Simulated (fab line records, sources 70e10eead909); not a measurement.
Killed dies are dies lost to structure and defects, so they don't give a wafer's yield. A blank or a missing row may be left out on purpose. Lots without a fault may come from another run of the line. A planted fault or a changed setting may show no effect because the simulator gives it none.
Chamber matching | flow nand_harc | NHARC_A_CHANNEL_FILL_D1_ALD_25 on ald_hk-03: 4 sister chambers
The step deposits SiOx, target thk 60 nm, pulse time 10 s, ald cycles 600. 16 wafers are shown with their chamber, then 8 later ones without.

WAFERS WITH THEIR CHAMBER
wafer  | chamber | heater_power_w (W) | heater_power_outer_w (W) | susceptor_temp_C (C)
L075.2 | 3       | 525                | 268                      | 300.18
L075.3 | 2       | 539                | 306                      | 299.81
L075.4 | 1       | 502                | 290                      | 300.02
L078.2 | 3       | 520                | 270                      | 300.01
L078.5 | 1       | 501                | 293                      | 299.91
L078.6 | 0       | 462                | 273                      | 299.88
L083.1 | 1       | 498                | 294                      | 299.93
L083.4 | 0       | 472                | 277                      | 300.24
L083.6 | 0       | 461                | 275                      | 300.21
L084.4 | 0       | 463                | 277                      | 300.27
L084.5 | 2       | 542                | 312                      | 299.96
L084.6 | 1       | 499                | 297                      | 299.93
L085.2 | 3       | 522                | 264                      | 299.97
L085.3 | 0       | 464                | 279                      | 299.85
L085.5 | 2       | 525                | 294                      | 299.92
L087.1 | 3       | 512                | 274                      | 299.94

SIGNATURES (means of the wafers above)
reading              | chamber 0 | chamber 1 | chamber 2 | chamber 3 | scatter within a chamber
heater_power_w       | 464.40    | 500.00    | 535.33    | 519.75    | 5.36
heater_power_outer_w | 276.20    | 293.50    | 304.00    | 269.00    | 4.71
susceptor_temp_C     | 300.0900  | 299.9475  | 299.8967  | 300.0250  | 0.137
Rule: a wafer's distance from a chamber is the root of the sum, over the readings, of the square of ((its reading less the chamber's mean) divided by the reading's scatter). The wafer belongs to the nearest chamber; if the next one is less than 2 further off, it can't be placed. The scatter: the root of (the sum of the squares of (reading less its chamber's mean) over the shown wafers, divided by (wafers less chambers)).

WAFERS WITHOUT THEIR CHAMBER
wafer  | heater_power_w (W) | heater_power_outer_w (W) | susceptor_temp_C (C)
L087.4 | 461                | 274                      | 299.97
L087.5 | 465                | 286                      | 299.49
L091.1 | 532                | 273                      | 300.15
L091.4 | 524                | 310                      | 300.11
L091.6 | 475                | 285                      | 300.10
L097.2 | 526                | 282                      | 299.99
L097.3 | 483                | 288                      | 300.01
L097.5 | 530                | 302                      | 299.76

WHICH CHAMBER EACH WENT THROUGH
wafer  | from the rows above     | in truth
L087.4 | 0                       | 0
L087.5 | 0                       | 0
L091.1 | 3                       | 3
L091.4 | 2                       | 2
L091.6 | 0                       | 0
L097.2 | 3                       | 3
L097.3 | can't be placed: 1 or 0 | 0
L097.5 | 2                       | 2
Placed correctly: 7 of 8. Can't be placed from these rows: 1 (the true chamber is among the candidates in 1). Placed wrongly: 0.
